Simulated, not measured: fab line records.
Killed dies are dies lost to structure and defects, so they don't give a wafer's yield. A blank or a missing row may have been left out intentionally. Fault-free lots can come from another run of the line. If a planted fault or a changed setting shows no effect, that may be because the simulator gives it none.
fab line records + flow n5_finfet
[record]
- lots = 4
- wafers = 12
- last_day = 17
route steps=1938 shown BEOL_M9@1437 BEOL_M10@1470 BEOL_M15@1830 PASSIVATION@1936
lots with no fault: from the same line, run without faults
start_h: hours from the record's opening day to when the first of the lot's shown wafers began + wait_h: how many hours have passed since the lot's step before this one + " repeats the value in the row above + L1.1+2: a row that stands for several wafers + - no value present, or no start provided + * or withheld: withheld + < > ~ a bound
route shown NAME@n: a module of which the file shows steps, and the number in the route of the first + usual: mean/standard deviation of fault-free wafers + same: alike in all rows + chamber/n: place in a boat + sites: readings site by site + _std_site: standard deviation across them + _edge_site: mean of outer sites minus mean of inner sites + radius_mm: how far each site lies from the wafer's centre + mask NAME#n: copy n + behind: tool/chamber where the wafer was last shaped + hold: why the lot went on hold/how many hours it stayed there/how the hold came to an end + device: transistor that didn't switch, given as n, p or np + end of line: the tests these same wafers got at the end of their route + a step given without rows: its recipe and nothing more + killed: not the wafer's yield, but the dies lost to structure and defects at the first sort + map: per-die view of a wafer (x killed, . not killed, _ where there is no die)
set.NAME: the setting the step ran with; set.NAME@STEP: the setting that earlier step ran with + model.NAME: the simulator's own value behind a step, which no gauge read
lots seen at some steps along the route; tables by step, rows by wafer
services: from which hour (start_h, from the record's first day; less than 0 if before it) a tool's chamber was out of use, for how many hours, and why
[[steps]]
[step N5_BEOL_M9_DESCUM_33]
[recipe]
- chemistry = O2
- time_s = 7
- source_power_w = 50
- bias_power_w = 20
- pressure_mtorr = 20
- rf_frequency_hz = 2.712e+07
- temp_c = 40
- resist = CAR-EUV
- o2_flow_sccm = 225
[step N5_BEOL_M9_ETCH_76]
[recipe]
- chemistry = N2/H2
- target = underlayer
- target_depth_a = 65
- mask_material = CAR-EUV
- time_s = 5.2
- ion_energy_ev = 200
- pressure_mtorr = 30
- source_w = 840
- bias_w = 150
- n2_flow_sccm = 200
- h2_flow_sccm = 200
- ends = cleared
[step N5_BEOL_M9_ETCH_65]
[recipe]
- chemistry = CF4
- target = SiARC
- target_depth_a = 156
- mask_material = CAR-EUV
- time_s = 26
- ion_energy_ev = 80
- pressure_mtorr = 40
- source_w = 545
- bias_w = 36
- Ar_flow_sccm = 100
- cf4_flow_sccm = 100
- ends = cleared
[step N5_BEOL_M9_ETCH_66]
[recipe]
- chemistry = N2/H2
- target = SOC
- target_depth_a = 800
- overetch_a = 160
- mask_material = SiARC
- temp_c = 40
- time_s = 120
- ion_energy_ev = 200
- pressure_mtorr = 30
- source_w = 840
- bias_w = 150
- n2_flow_sccm = 200
- h2_flow_sccm = 200
[step N5_BEOL_M9_STRIP_69]
[recipe]
- chemistry = N2/H2
- temp_c = 40
- n2_flow_sccm = 200
- h2_flow_sccm = 200
- rf_frequency_hz = 6e+07
[step N5_BEOL_M9_STRIP_77]
[recipe]
- chemistry = N2/H2
- temp_c = 40
- n2_flow_sccm = 200
- h2_flow_sccm = 200
- rf_frequency_hz = 6e+07
[step N5_BEOL_M9_VIA_ETCH_34]
[recipe]
- chemistry = C4F6/O2
- target = SiCOH_lowk
- target_depth_a = 1824
- mask_material = SOC
- taper_deg = 4
- time_s = 68.4
- ion_energy_ev = 250
- pressure_mtorr = 30
- source_w = 345
- bias_w = 185
- Ar_flow_sccm = 300
- C4F6_flow_sccm = 10
- O2_flow_sccm = 10
[step N5_BEOL_M9_STRIP_73]
[recipe]
- chemistry = C4F6/O2
- resist = SiARC
- rf_frequency_hz = 6e+07
[step N5_BEOL_M9_STRIP_36]
[recipe]
- chemistry = N2/H2
- power_w = 450
- temp_c = 40
- pressure_mtorr = 20
- rf_frequency_hz = 6e+07
- overash_fraction = 0.3
- bias_power_w = 7
- h2_frac = 0.5
- n2_flow_sccm = 200
- h2_flow_sccm = 200
[step N5_BEOL_M9_TRENCH_ETCH_37]
[recipe]
- chemistry = C4F6/O2
- target_depth_a = 1514.3
- target = SiCOH_lowk
- time_s = 49
- ion_energy_ev = 250
- pressure_mtorr = 30
- source_w = 345
- bias_w = 185
- Ar_flow_sccm = 300
- C4F6_flow_sccm = 10
- O2_flow_sccm = 10
[usual]
- drypump_motor_current_A = 5.9/0.45
- oes_f_703_au = 0.76/0.076
- oes_product_au = 0.77/0.076
- rf_fwd_power_W = 341.6/1.5
- rf_vpp_V = 670/16
- showerhead_plenum_p_Torr = 2.89/0.07
- throttle_valve_pct = 20.89/0.17
| lot.wafer | tool        | chamber | start_h | wait_h | drypump_motor_current_A | oes_f_703_au | oes_product_au | rf_fwd_power_W | rf_hours_counter_h | rf_vpp_V | showerhead_plenum_p_Torr | throttle_valve_pct | model.etch.depth_nm | model.BEOL_M9.feature_depth_nm |
|-----------|-------------|---------|---------|--------|-------------------------|--------------|----------------|----------------|--------------------|----------|--------------------------|--------------------|---------------------|--------------------------------|
| L229.2    | rie_diel-03 | 0       | 244.13  | -      | 6.7                     | 0.74         | 0.74           | 340.7          | 139                | 654      | 2.88                     | 21.11              | 147.6               | 147.6                          |
| L229.3    | "           | 2       | "       | "      | 4.9                     | 0.84         | 0.86           | 341.8          | 31                 | 660      | 2.81                     | 20.82              | 150.8               | 150.8                          |
| L229.6    | "           | 2       | "       | "      | 4.9                     | 0.84         | 0.86           | 341.1          | -                  | 659      | 2.81                     | 20.83              | 150                 | 150                            |
| L236.3    | rie_diel-03 | 0       | 288.82  | -      | 6.7                     | 0.57         | 0.70           | 280.1          | 153                | 721      | 2.87                     | 21.12              | 135.9               | 136                            |
| L236.4    | "           | 1       | "       | "      | 6.1                     | 0.69         | 0.70           | 340.2          | -                  | 658      | 2.97                     | 21.22              | 146.6               | 146.6                          |
| L236.5    | "           | 2       | "       | "      | 4.9                     | 0.81         | 0.82           | 342.9          | -                  | 658      | 2.80                     | 20.85              | 149.5               | 149.6                          |
| L237.2    | rie_diel-03 | 3       | 307.46  | -      | 5.9                     | 0.68         | 0.70           | 342.5          | 214                | 686      | 2.91                     | 21.05              | 153.2               | 153.2                          |
| L237.3    | "           | 0       | "       | "      | 6.7                     | 0.57         | 0.70           | 281.1          | 158                | 723      | 2.87                     | 21.14              | 137.9               | 137.8                          |
| L237.6    | "           | 0       | "       | "      | 6.8                     | 0.57         | 0.70           | 279.3          | -                  | 721      | 2.87                     | 21.13              | 137.3               | 137.4                          |
| L244.3    | rie_diel-01 | 1       | 341.56  | -      | 5.9                     | 0.79         | 0.82           | 341.4          | 96                 | 682      | 2.99                     | 20.88              | 153.6               | 153.6                          |
| L244.4    | "           | 2       | "       | "      | 5.7                     | 0.67         | 0.69           | 339.9          | 233                | 699      | 2.92                     | 20.65              | 148.1               | 148.2                          |
| L244.6    | "           | 3       | "       | "      | 6.4                     | 0.70         | 0.69           | 341.4          | -                  | 665      | 2.80                     | 20.92              | 149.7               | 149.6                          |
[step N5_BEOL_M9_ETCH_41]
[recipe]
- chemistry = CH3F/O2
- target = SiCN
- target_depth_a = 366
- taper_deg = 2
- time_s = 70.1
- ion_energy_ev = 120
- mask_material = TiN
- pressure_mtorr = 30
- source_w = 395
- bias_w = 75
- Ar_flow_sccm = 150
- CH3F_flow_sccm = 30
- O2_flow_sccm = 20
[step N5_BEOL_M9_STRIP_80]
[recipe]
- chemistry = N2/H2
- time_s = 10
- power_w = 450
- temp_c = 40
- pressure_mtorr = 20
- rf_frequency_hz = 6e+07
- bias_power_w = 7
- n2_flow_sccm = 200
- h2_flow_sccm = 200
[step N5_BEOL_M9_OCD_MEAS_38]
[usual]
- trench_depth_nm = 150.8/2.5
| lot.wafer | tool   | chamber | start_h | wait_h | trench_depth_nm |
|-----------|--------|---------|---------|--------|-----------------|
| L229.2    | ocd-01 | -       | 244.30  | -      | 147.4           |
| L229.3    | "      | -       | "       | "      | 150.5           |
| L229.6    | "      | -       | "       | "      | 150.3           |
| L236.3    | ocd-01 | -       | 289.00  | -      | 135.7           |
| L236.4    | "      | -       | "       | "      | 146.1           |
| L236.5    | "      | -       | "       | "      | 149.7           |
| L237.2    | ocd-02 | -       | 307.63  | -      | 152.8           |
| L237.3    | "      | -       | "       | "      | 137.6           |
| L237.6    | "      | -       | "       | "      | 136.8           |
| L244.3    | ocd-01 | -       | 341.74  | -      | 153.3           |
| L244.4    | "      | -       | "       | "      | 148.4           |
| L244.6    | "      | -       | "       | "      | 149.5           |
[step N5_BEOL_M9_HM_STRIP_39]
[recipe]
- chemistry = peroxide_tin_strip
- material = TiN
- target_depth_a = 250
- temp_c = 50
- time_s = 158
[step N5_BEOL_M9_SRD_40]
[recipe]
- time_s = 30
- temp_c = 23
- rinse_liquid = diw
- dry = ipa_marangoni
[step N5_BEOL_M9_PRECLEAN_42]
[recipe]
- chemistry = residue_remover
- time_s = 60
- temp_c = 40
[step N5_BEOL_M9_SRD_43]
[recipe]
- time_s = 30
- temp_c = 23
- rinse_liquid = diw
- dry = ipa_marangoni
[step N5_BEOL_M9_CURE_72]
[recipe]
- temp_c = 370
- time_s = 120
- ambient = DMADMS/He
- material = SiCOH_lowk
[step N5_BEOL_M9_DEGAS_44]
[recipe]
- ambient = vacuum
- temp_c = 250
- time_s = 60
[step N5_BEOL_M9_PRE_CLEAN_45]
[recipe]
- gas = H2/He
- time_s = 30
- temp_c = 250
[step N5_BEOL_M9_ALD_74]
[recipe]
- material = TaN
- target_thk_a = 20
- temp_c = 275
- ald_precursor_family = PDMAT
- ald_co_reactant = NH3
- pressure_torr = 3
- carrier_flow_sccm = 1500
- pulse_time_s = 2
- purge_time_s = 3
- co_reactant_purge_time_s = 2
- co_reactant_pulse_time_s = 3
- ald_cycles = 40
- precursor_vessel_temp_c = 75
- precursor_vessel_pressure_torr = 26.25
- precursor_vessel_carrier_sccm = 1000
[step N5_BEOL_M9_SURFACE_TREAT_79]
[recipe]
- gas = Ar
- time_s = *
- ion_energy_ev = *
- ion_current_ma_cm2 = 0.5
- pressure_mtorr = *
- ar_flow_sccm = 30
[step N5_BEOL_M9_CVD_78]
[recipe]
- material = Co
- target_thk_a = 20
- temp_c = withheld
- precursor = CCTBA/H2
- pressure_torr = 30
- time_s = 138.9
[step N5_BEOL_M9_SPUTTER_48]
[recipe]
- material = Cu
- target_thk_a = 120
- temp_c = -20
- bias_v = 60
- power_w = 26000
- chamber_pressure_pa = 0.13
- time_s = 2
[step N5_BEOL_M9_ECD_50]
[recipe]
- material = Cu
- target_thk_a = 3180
[step N5_BEOL_M9_ANNEAL_51]
[recipe]
- temp_c = 225
- time_s = 90
- ambient = N2
[step N5_BEOL_M9_CMP_52]
[recipe]
- stop_on = SiCOH_lowk
- t_overpolish_s = 7
- down_force_psi = 1
- platen_rpm = 50
- clearing_platen_down_force_psi = 1.5
- clearing_platen_rpm = 50
- post_cmp_clean = cu_alkaline
- target_thk_nm = 140
- clearing_platen_pad_velocity_m_s = 0.99484
- pad_velocity_m_s = 0.99484
[usual]
- barrier_field_endpoint_s = 28.9/0.79
- edge_zone_pressure_frac = 1.000/0.0055
- motor_current_A = 6.1/0.81
- overpolish_run_s = 7.001/0.0089
- time_to_endpoint_s = 67/3.6
| lot.wafer | tool   | chamber | start_h | wait_h | barrier_field_endpoint_s | edge_zone_pressure_frac | motor_current_A | overpolish_run_s | time_to_endpoint_s | model.Cu_of_BEOL_M9_ECD_50.thk_nm |
|-----------|--------|---------|---------|--------|--------------------------|-------------------------|-----------------|------------------|--------------------|-----------------------------------|
| L229.3    | cmp-01 | 2       | 247.13  | 0.2    | 27.5                     | 0.999                   | 6.0             | 7.005            | 64                 | 139.8                             |
| L229.2    | "      | 3       | "       | "      | 27.7                     | 0.993                   | 6.0             | 7.006            | 62                 | 136                               |
| L229.6    | "      | 2       | "       | "      | 28.1                     | 0.994                   | 5.8             | 7.010            | 66                 | 137.8                             |
| L236.4    | cmp-01 | 3       | 291.42  | 0.2    | 27.9                     | 1.002                   | 6.0             | 6.997            | 60                 | 134                               |
| L236.3    | "      | 0       | "       | "      | 28.6                     | 0.992                   | 5.7             | 7.009            | 66                 | 125                               |
| L236.5    | "      | 1       | "       | "      | 27.8                     | 1.007                   | 5.1             | 7.002            | 63                 | 137.8                             |
| L237.3    | cmp-01 | 1       | 310.26  | 0.2    | 28.6                     | 1.001                   | 5.2             | 6.996            | 61                 | 126                               |
| L237.2    | "      | 2       | "       | "      | 29.3                     | 1.011                   | 6.3             | 7.006            | 66                 | 143                               |
| L237.6    | "      | 1       | "       | "      | 29.6                     | 1.006                   | 5.2             | 7.010            | 66                 | 126.4                             |
| L244.3    | cmp-03 | 1       | 344.53  | 0.3    | 28.6                     | 1.003                   | 5.9             | 7.001            | 69                 | 142.6                             |
| L244.4    | "      | 2       | "       | "      | 28.7                     | 0.997                   | 5.2             | 7.000            | 69                 | 137                               |
| L244.6    | "      | 0       | "       | "      | 28.2                     | 0.994                   | 6.8             | 7.012            | 65                 | 137.4                             |
[step N5_BEOL_M9_THK_MEAS_53]
[recipe]
- thk_meas_gauge = xrf
- reads = Cu_of_BEOL_M9_ECD_50
[usual]
- M9_THK = 139.0/3
| lot.wafer | tool          | chamber | start_h | wait_h | M9_THK[nm] |
|-----------|---------------|---------|---------|--------|------------|
| L229.2    | film_metro-01 | -       | 247.39  | -      | 134.9      |
| L229.3    | "             | -       | "       | "      | 138.2      |
| L229.6    | "             | -       | "       | "      | 136.4      |
| L236.3    | film_metro-01 | -       | 291.64  | -      | 124.9      |
| L236.4    | "             | -       | "       | "      | 134.3      |
| L236.5    | "             | -       | "       | "      | 137.7      |
| L237.2    | film_metro-01 | -       | 310.55  | -      | 142.2      |
| L237.3    | "             | -       | "       | "      | 125.2      |
| L237.6    | "             | -       | "       | "      | 125.8      |
| L244.3    | film_metro-02 | -       | 344.79  | -      | 140.6      |
| L244.4    | "             | -       | "       | "      | 135.9      |
| L244.6    | "             | -       | "       | "      | 136.0      |
[step N5_BEOL_M9_PRE_CLEAN_55]
[recipe]
- gas = NH3
- time_s = 15
- temp_c = withheld
- rf_power_w = 300
[step N5_BEOL_M9_DEP_56]
[recipe]
- material = SiCN
- target_thk_a = 150
- temp_c = withheld
- precursor = 3MS/NH3
- pressure_torr = 3
- rf_w = 202
- time_s = 26.5
[step N5_BEOL_M9_RS_MEAS_57]
[recipe]
- thk_meas_gauge = four-point-probe
- reads = Cu_of_BEOL_M9_ECD_50+Co_of_BEOL_M9_CVD_78+TaN_of_BEOL_M9_ALD_74
[usual]
- M9_RS = 0.151/0.0033
| lot.wafer | tool          | chamber | start_h | wait_h | M9_RS[ohm/sq] |
|-----------|---------------|---------|---------|--------|---------------|
| L229.2    | film_metro-02 | -       | 247.53  | 0.1    | 0.156         |
| L229.3    | "             | -       | "       | "      | 0.151         |
| L229.6    | "             | -       | "       | "      | 0.153         |
| L236.3    | film_metro-01 | -       | 291.77  | 0.1    | 0.171         |
| L236.4    | "             | -       | "       | "      | 0.158         |
| L236.5    | "             | -       | "       | "      | 0.154         |
| L237.2    | film_metro-01 | -       | 310.69  | 0.1    | 0.148         |
| L237.3    | "             | -       | "       | "      | 0.170         |
| L237.6    | "             | -       | "       | "      | 0.169         |
| L244.3    | film_metro-02 | -       | 344.93  | 0.1    | 0.148         |
| L244.4    | "             | -       | "       | "      | 0.154         |
| L244.6    | "             | -       | "       | "      | 0.154         |
[step N5_BEOL_M10_ILD_DEP_00]
[recipe]
- material = SiCOH_lowk
- target_thk_a = 3085.1
- temp_c = 300
- precursor = DEMS/porogen
- pressure_torr = 5
- rf_w = 500
- time_s = 58
[step N5_BEOL_M10_CURE_71]
[recipe]
- temp_c = 385
- time_s = 240
- ambient = He/Ar
- material = SiCOH_lowk
[step N5_BEOL_M10_PECVD_70]
[recipe]
- material = SiO2
- target_thk_a = 200
- temp_c = 400
- precursor = TEOS/O2
- pressure_torr = 5.5
- rf_w = 450
- teos_flow_sccm = 53.8
- gas = O2
- flow_sccm = 3000
- time_s = 22.7
[step N5_BEOL_M10_HM_DEP_02]
[recipe]
- material = TiN
- target_thk_a = 200
- temp_c = 25
- chamber_pressure_pa = 0.49996
[step N5_BEOL_M10_COAT_59]
[recipe]
- resist = SOC
- temp_c = 250
- time_s = 60
- spin_rpm = 1500
- resist_thk_nm = 100
[step N5_BEOL_M15_RC_MEAS_101]
[usual]
- COMB_M10 = 1.3e-11/2.7e-12
- COMB_M10_max_site = 1.9e-11/4.3e-12
- COMB_M11 = 1.35e-11/2.5e-12
- COMB_M12 = 5.6e-12/1.4e-12
- COMB_M13 = 3.9e-12/1.1e-12
- COMB_M14 = 2.7e-12/7e-13
- COMB_M15 = 1.6e-12/6.2e-13
- COMB_M5 = 3.5e-11/7.3e-12
- COMB_M6 = 2.5e-11/5.7e-12
- COMB_M6_max_site = 3.6e-11/8.7e-12
- COMB_M7 = 2.5e-11/5.7e-12
- COMB_M8 = 2.4e-11/4.9e-12
- COMB_M9 = 1.36e-11/2.7e-12
- SERP_M10 = 3.09/0.088
- SERP_M10_max_site = 3.19/0.097
- SERP_M11 = 3.07/0.083
- SERP_M12 = 0.646/0.014
- SERP_M13 = 0.308/0.006
- SERP_M14 = 0.161/0.0053
- SERP_M5 = 39.2/1.6
- SERP_M6 = 14.1/0.63
- SERP_M7 = 13.9/0.52
- SERP_M8 = 13.8/0.61
- SERP_M8_max_site = 14.4/0.67
- SERP_M9 = 3.09/0.082
- SERP_M9_max_site = 3.18/0.088
| lot.wafer | tool      | chamber | start_h | wait_h | COMB_M10[S/m] | COMB_M10_max_site[S/m] | COMB_M11[S/m] | COMB_M12[S/m] | COMB_M13[S/m] | COMB_M14[S/m] | COMB_M15[S/m] | COMB_M5[S/m] | COMB_M6[S/m] | COMB_M6_max_site[S/m] | COMB_M7[S/m] | COMB_M8[S/m] | COMB_M9[S/m] | SERP_M10[ohm/um] | SERP_M10_max_site[ohm/um] | SERP_M11[ohm/um] | SERP_M12[ohm/um] | SERP_M13[ohm/um] | SERP_M14[ohm/um] | SERP_M5[ohm/um] | SERP_M6[ohm/um] | SERP_M7[ohm/um] | SERP_M8[ohm/um] | SERP_M8_max_site[ohm/um] | SERP_M9[ohm/um] | SERP_M9_max_site[ohm/um] |
|-----------|-----------|---------|---------|--------|---------------|------------------------|---------------|---------------|---------------|---------------|---------------|--------------|--------------|-----------------------|--------------|--------------|--------------|------------------|---------------------------|------------------|------------------|------------------|------------------|-----------------|-----------------|-----------------|-----------------|--------------------------|-----------------|--------------------------|
| L229.2    | prober-02 | 0       | 293.50  | 0.2    | 1.5e-11       | 2.1e-11                | 1.58e-11      | 4.8e-12       | 4.9e-12       | 2.7e-12       | 2.1e-12       | 3.4e-11      | 2.4e-11      | 3.5e-11               | 2.5e-11      | 2.9e-11      | 1.42e-11     | 3.04             | 3.14                      | 3.10             | 0.644            | 0.309            | 0.166            | 39.1            | 14.3            | 13.7            | 12.9            | 13.2                     | 3.15            | 3.25                     |
| L229.3    | "         | 0       | "       | "      | 9.1e-12       | 1.2e-11                | 1.41e-11      | 3.7e-12       | 3.9e-12       | 2.2e-12       | 2.2e-12       | 4.4e-11      | 2e-11        | 2.5e-11               | 3.2e-11      | 3e-11        | 1.28e-11     | 3.20             | 3.29                      | 3.10             | 0.649            | 0.313            | 0.174            | 38.5            | 13.3            | 13.7            | 14.1            | 15.0                     | 3.16            | 3.22                     |
| L229.6    | "         | 0       | "       | "      | 9.4e-12       | 1.8e-11                | 1.33e-11      | 4.2e-12       | 4.8e-12       | 3.2e-12       | 1e-12         | 2.8e-11      | 2.3e-11      | 3.4e-11               | 3e-11        | 2.2e-11      | 1.28e-11     | 3.22             | 3.30                      | 3.12             | 0.640            | 0.310            | 0.171            | 39.9            | 14.9            | 13.4            | 14.4            | 15.2                     | 3.14            | 3.21                     |
| L236.3    | prober-01 | 0       | 338.71  | 0.3    | 1.39e-11      | 2.4e-11                | 1.29e-11      | 4.8e-12       | 2.9e-12       | 2e-12         | 1.1e-12       | 3.3e-11      | 2.6e-11      | 4.1e-11               | 1.7e-11      | 2.9e-11      | 9.8e-12      | 3.11             | 3.17                      | 3.07             | 0.644            | 0.305            | 0.152            | 39.5            | 14.2            | 14.7            | 13.4            | 14.4                     | 3.46            | 3.50                     |
| L236.4    | "         | 0       | "       | "      | 1.21e-11      | 1.8e-11                | 1.5e-11       | 4.2e-12       | 5.5e-12       | 2.6e-12       | 6e-13         | 3.4e-11      | 2.2e-11      | 3.4e-11               | 2.6e-11      | 2.3e-11      | 1.27e-11     | 3.21             | 3.23                      | 3.10             | 0.655            | 0.313            | 0.158            | 38.5            | 13.6            | 14.8            | 13.7            | 14.9                     | 3.14            | 3.19                     |
| L236.5    | "         | 0       | "       | "      | 1.25e-11      | 1.7e-11                | 1.14e-11      | 7.2e-12       | 4.8e-12       | 2e-12         | 1.5e-12       | 3.4e-11      | 2.9e-11      | 4.4e-11               | 1.7e-11      | 2.1e-11      | 1.15e-11     | 3.23             | 3.31                      | 3.13             | 0.648            | 0.305            | 0.157            | 39.9            | 14.1            | 14.2            | 13.6            | 14.3                     | 3.05            | 3.12                     |
| L237.2    | prober-02 | 0       | 356.92  | 0.2    | 1.27e-11      | 2.7e-11                | 1.42e-11      | 4.2e-12       | 4.7e-12       | 2.4e-12       | 1.3e-12       | 3.3e-11      | 2.5e-11      | 4.4e-11               | 2.9e-11      | 2.8e-11      | 1.33e-11     | 3.20             | 3.26                      | 2.94             | 0.645            | 0.313            | 0.156            | 39.1            | 13.5            | 13.6            | 13.1            | 13.9                     | 3.09            | 3.23                     |
| L237.3    | "         | 0       | "       | "      | 9.7e-12       | 1.6e-11                | 1.23e-11      | 5.7e-12       | 3.3e-12       | 2e-12         | 9e-13         | 3.9e-11      | 2.3e-11      | 2.8e-11               | 2.6e-11      | 1.9e-11      | 1.56e-11     | 3.15             | 3.21                      | 3.08             | 0.634            | 0.304            | 0.162            | 42.0            | 13.7            | 13.4            | 13.8            | 14.1                     | 3.47            | 3.64                     |
| L237.6    | "         | 0       | "       | "      | 1.05e-11      | 1.3e-11                | 1.44e-11      | 7e-12         | 2.9e-12       | 2.3e-12       | 1.5e-12       | 3.3e-11      | 3.1e-11      | 3.5e-11               | 3e-11        | 3e-11        | 1.27e-11     | 3.21             | 3.29                      | 3.05             | 0.640            | 0.317            | 0.162            | 39.6            | 13.5            | 13.4            | 13.5            | 14.1                     | 3.45            | 3.72                     |
| L244.3    | prober-02 | 0       | 391.34  | 0.3    | 1.43e-11      | 1.8e-11                | 1.63e-11      | 6.5e-12       | 4.8e-12       | 3.2e-12       | 1.9e-12       | 2.9e-11      | 2.4e-11      | 3.8e-11               | 2.7e-11      | 3e-11        | 1.33e-11     | 3.13             | 3.21                      | 2.98             | 0.626            | 0.318            | 0.169            | 38.2            | 13.1            | 14.1            | 13.0            | 13.4                     | 3.02            | 3.05                     |
| L244.4    | "         | 0       | "       | "      | 1.27e-11      | 2.2e-11                | 1.38e-11      | 6.6e-12       | 5.1e-12       | 3.3e-12       | 1.9e-12       | 2.2e-11      | 2.7e-11      | 4.1e-11               | 1.6e-11      | 2.4e-11      | 2.05e-11     | 3.06             | 3.18                      | 3.09             | 0.646            | 0.297            | 0.166            | 38.9            | 13.9            | 13.7            | 13.4            | 13.7                     | 3.19            | 3.25                     |
| L244.6    | "         | 0       | "       | "      | 8.3e-12       | 9e-12                  | 1.17e-11      | 7.4e-12       | 4.4e-12       | 3.5e-12       | 1e-12         | 2.8e-11      | 3e-11        | 3.6e-11               | 2.1e-11      | 2.5e-11      | 1.47e-11     | 3.06             | 3.14                      | 3.12             | 0.626            | 0.312            | 0.177            | 38.8            | 14.7            | 13.9            | 13.9            | 14.7                     | 3.16            | 3.23                     |
// sites SERP_M9 radius_mm=0,75,75,75,75,140,140,140,140
L229.2 3.15 3.21 3.21 3.13 3.25 3.15 3.17 3.13 3.14
L236.3 3.43 3.49 3.40 3.46 3.43 3.50 3.39 3.48 3.47
L237.2 2.96 3.04 2.97 2.97 3.09 3.14 3.15 3.10 3.23
L244.3 3.02 3.01 3.05 3.03 3.03 3.00 2.99 2.94 3.03
[step N5_PASSIVATION_PROBE_49]
[usual]
- defect_limited_yield = 91.3/1.5
- killed_at_M0_to_M3 = 35/10
- killed_at_M4_up = 12/4.6
- killed_at_contacts = 13/6.6
- killed_at_front_end = 39/11
- killed_at_other = 4/3.4
- killed_dies = 103/17
- killed_open = 67/13
- killed_short = 35/8.2
- sort_bin_5_function = 5.1/0.94
- sort_bin_6_memory = 3.2/0.7
- sort_bin_8_speed = 0.00/0.03
- sort_n_pass = 1077/17
- sort_yield_pct = 91.3/1.5
[same]
- gross_dies = 1180
- killed_at_back_side = 0
- sort_bin_4_leakage[%] = 0
| lot.wafer | tool      | chamber | start_h | wait_h | defect_limited_yield[%] | killed_at_M0_to_M3 | killed_at_M4_up | killed_at_contacts | killed_at_front_end | killed_at_other | killed_dies | killed_open | killed_short | sort_bin_5_function[%] | sort_bin_6_memory[%] | sort_bin_8_speed[%] | sort_n_pass | sort_yield_pct[%] |
|-----------|-----------|---------|---------|--------|-------------------------|--------------------|-----------------|--------------------|---------------------|-----------------|-------------|-------------|--------------|------------------------|----------------------|---------------------|-------------|-------------------|
| L244.3    | prober-02 | -       | 404.47  | 0.1    | 91.4                    | 30                 | 11              | 17                 | 40                  | 4               | 102         | 60          | 38           | 5.2                    | 2.9                  | 0                   | 1078        | 91.4              |
| L244.4    | prober-02 | -       | 404.52  | 0.2    | 92.0                    | 34                 | 10              | 14                 | 32                  | 4               | 94          | 61          | 32           | 4.4                    | 3.1                  | 0                   | 1086        | 92.0              |
| L244.6    | prober-02 | -       | 404.62  | 0.3    | 90.2                    | 43                 | 10              | 15                 | 28                  | 20              | 116         | 73          | 41           | 5.1                    | 4.2                  | 0                   | 1064        | 90.2              |
// killed by level:class
L244.3 FIN_SAQP:geometric_particle:open=14 MOL_CONTACT_COAG:geometric_particle:open=14 BEOL_M0_SAQP:geometric_particle:short=9 BEOL_M3:geometric_particle:open=7 GATE_CUT:geometric_particle:short=6 FIN_SAQP:geometric_particle:short=5 BEOL_M4:geometric_particle:open=5 HKMG_FIN:area_etch=4
L244.4 FIN_SAQP:geometric_particle:open=13 MOL_CONTACT_COAG:geometric_particle:open=12 FIN_SAQP:geometric_particle:short=8 BEOL_M1:geometric_particle:open=8 BEOL_M0_SAQP:geometric_particle:open=7 BEOL_M2:geometric_particle:open=5 BEOL_M0_SAQP:geometric_particle:short=4 GATE_CUT:geometric_particle:short=3
L244.6 BEOL_M2:geometric_particle:open=15 MOL_CONTACT_COAG:geometric_particle:open=11 BEOL_M1:geometric_particle:open=8 STI_FIN_REVEAL:geometric_particle:open=6 BEOL_M0_SAQP:geometric_particle:short=6 MIM_TOP_ETCH:geometric_particle:short=6 MIM_TOP_ETCH:geometric_particle:open=6 FIN_SAQP:geometric_particle:short=5
[[services]]
| tool        | chamber | start_h | hours | kind                           |
|-------------|---------|---------|-------|--------------------------------|
| cmp-03      | -       | 224.29  | 4.0   | pm                             |
| cmp-03      | -       | 228.29  | -     | consumable_replace:conditioner |
| cmp-03      | -       | 228.29  | -     | consumable_replace:pad         |
| rie_diel-03 | -       | 236.51  | 0.3   | repair                         |
| rie_diel-03 | 0       | 253.64  | 2.0   | repair                         |
| cmp-03      | -       | 253.93  | 3.2   | repair                         |
| rie_diel-03 | 3       | 285.32  | 6.0   | repair                         |
| rie_diel-01 | -       | 290.73  | 2.8   | pm                             |
| rie_diel-01 | 2       | 293.58  | 40.7  | repair                         |
| cmp-03      | -       | 296.25  | 6.3   | repair                         |
| rie_diel-01 | 1       | 326.23  | 2.7   | repair                         |
[[key]]
[first_sign]
- step = N5_BEOL_M9_TRENCH_ETCH_37
- reading = rf_fwd_power_W
- direction = down
- sigmas = 41
- usual = *
- struck = *
[effect]
- step = N5_BEOL_M9_TRENCH_ETCH_37
- reading = rf_vpp_V
- direction = up
- sigmas = 3.2
- usual = 670
- struck = 722
[effect]
- step = N5_BEOL_M9_OCD_MEAS_38
- reading = trench_depth_nm
- direction = down
- sigmas = 5.5
- usual = 150.8
- struck = 136.7
[effect]
- step = N5_BEOL_M9_THK_MEAS_53
- reading = M9_THK
- direction = down
- sigmas = 4.6
- usual = 139.0
- struck = 125.3
[effect]
- step = N5_BEOL_M9_RS_MEAS_57
- reading = M9_RS
- direction = up
- sigmas = 5.6
- usual = 0.151
- struck = 0.170
[effect]
- step = N5_BEOL_M15_RC_MEAS_101
- reading = SERP_M9
- direction = up
- sigmas = 4.5
- usual = 3.09
- struck = 3.46
[model_effect]
- step = N5_BEOL_M9_TRENCH_ETCH_37
- value = etch.depth_nm
- without = 148
- struck = 137
[model_effect]
- step = N5_BEOL_M9_CMP_52
- value = Cu_of_BEOL_M9_ECD_50.thk_nm
- without = 136.7
- struck = 125.8
met_at N5_BEOL_M9_TRENCH_ETCH_37
struck_wafers L236.3,L237.3,L237.6
onset_between 244.13 288.82
[fault]
- kind = process_parameter_drift
- tool = rie_diel-03
- chamber = 0
- onset_h = 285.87
- steps = N5_BEOL_M9_TRENCH_ETCH_37
- channel = source_w
- offset = -62.1
- shape = step
- end_h = 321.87
- acts_in = these_recipes_only
- stated = 345
